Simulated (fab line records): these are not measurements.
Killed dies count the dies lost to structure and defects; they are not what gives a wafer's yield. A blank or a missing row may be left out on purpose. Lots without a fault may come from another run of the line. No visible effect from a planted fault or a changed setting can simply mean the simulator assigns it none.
The tool behind it: which one? ; flow nand harc ; Sampling: 7 lots, 21 wafers, 4 of 1159 route steps

## WHAT THE GAUGES READ, wafer by wafer
NHARC_A_M0_CD_MEAS_09: the cd target is 80 nm.
lot;measured;on;cd nm (nm)
L128;day 17 18:38;cd sem-02;79.7 79.3 79.8
L131;day 18 04:39;cd sem-03;80.3 80.6 80.0
L139;day 20 05:56;cd sem-01;98.8 98.0 98.0
L141;day 21 14:35;cd sem-03;80.1 80.5 79.5
L144;day 22 01:17;cd sem-03;80.5 80.6 81.5
L147;day 22 23:19;cd sem-02;79.0 79.1 79.4
L148;day 23 08:46;cd sem-02;80.6 80.1 80.2

## EACH LOT AND THE TOOL THAT RAN IT (in order: tool; ch and the chambers of the sampled wafers; start)
lot;NHARC_A_BLC_ETCH_16;NHARC_A_BLC_CVD_24;NHARC_A_M0_EXPOSE_06
L128;rie diel-01 ch 0,2, day 17 14:19;cvd w-02 ch 0,1, day 17 18:30 or earlier;arfi scanner-02 ch 0, day 17 18:30
L131;rie diel-01 ch 0,1,2, day 18 00:34;cvd w-02 ch 0,1, day 18 04:31 or earlier;arfi scanner-01 ch 0, day 18 04:31
L139;rie diel-12 ch 0,1, day 19 23:48;cvd w-01 ch 0,1, day 20 05:48 or earlier;arfi scanner-02 ch 0, day 20 05:48
L141;rie diel-01 ch 2,3, day 21 00:24;cvd w-02 ch 1, day 21 14:26 or earlier;arfi scanner-03 ch 0, day 21 14:26
L144;rie diel-02 ch 1,2,3, day 21 17:05;cvd w-02 ch 0,1, day 22 01:09 or earlier;arfi scanner-03 ch 0, day 22 01:09
L147;rie diel-01 ch 1,2,3, day 22 17:26;cvd w-01 ch 0,1, day 22 23:10 or earlier;arfi scanner-01 ch 0, day 22 23:10
L148;rie diel-01 ch 0,2,3, day 23 01:39;cvd w-01 ch 0, day 23 08:38 or earlier;arfi scanner-01 ch 0, day 23 08:38
- NHARC_A_BLC_ETCH_16: etches the open film in CF4, target depth 39 nm, time 65 s.
- NHARC_A_BLC_CVD_24: deposits W, target thk 150 nm, time 434 s.
- NHARC_A_M0_EXPOSE_06: exposes mask A M0, target cd 80 nm.

## THE ANSWER, worked out from the rows above alone
Rule: the lots themselves supply what counts as usual. Put in order of their means at a reading, lots are off if they are a third of the lots or fewer, leave a main group of 4 or more, and stand apart from it by a gap of 3 or more times the standard deviation of the main group's means; of several such gaps the widest counts. If all means in a main group match to the digits the tables above print for the reading, that group is not used. A lot without any number at a reading at which 4 lots or more have one is off too. All remaining lots with rows at the step are treated as sound.
Off: L139 (NHARC_A_M0_CD_MEAS_09, cd nm). The main group has a mean of 80.0 nm with a standard deviation of 0.54.
A tool fits if, at a process step before that reading, it ran every lot that is off, and no sound lot after the first of them. Those tools and the gauges at NHARC_A_M0_CD_MEAS_09 are tried in the same way. Because NHARC_A_BLC_CVD_24 lacks a start for some lots, the hours and order of its lots are taken from NHARC_A_M0_EXPOSE_06. Can't be told from this: 3 tools fit, rie diel-12 at NHARC_A_BLC_ETCH_16, arfi scanner-02 at NHARC_A_M0_EXPOSE_06, cd sem-01 at NHARC_A_M0_CD_MEAS_09.

## WHAT THE SIMULATOR HAD INSERTED
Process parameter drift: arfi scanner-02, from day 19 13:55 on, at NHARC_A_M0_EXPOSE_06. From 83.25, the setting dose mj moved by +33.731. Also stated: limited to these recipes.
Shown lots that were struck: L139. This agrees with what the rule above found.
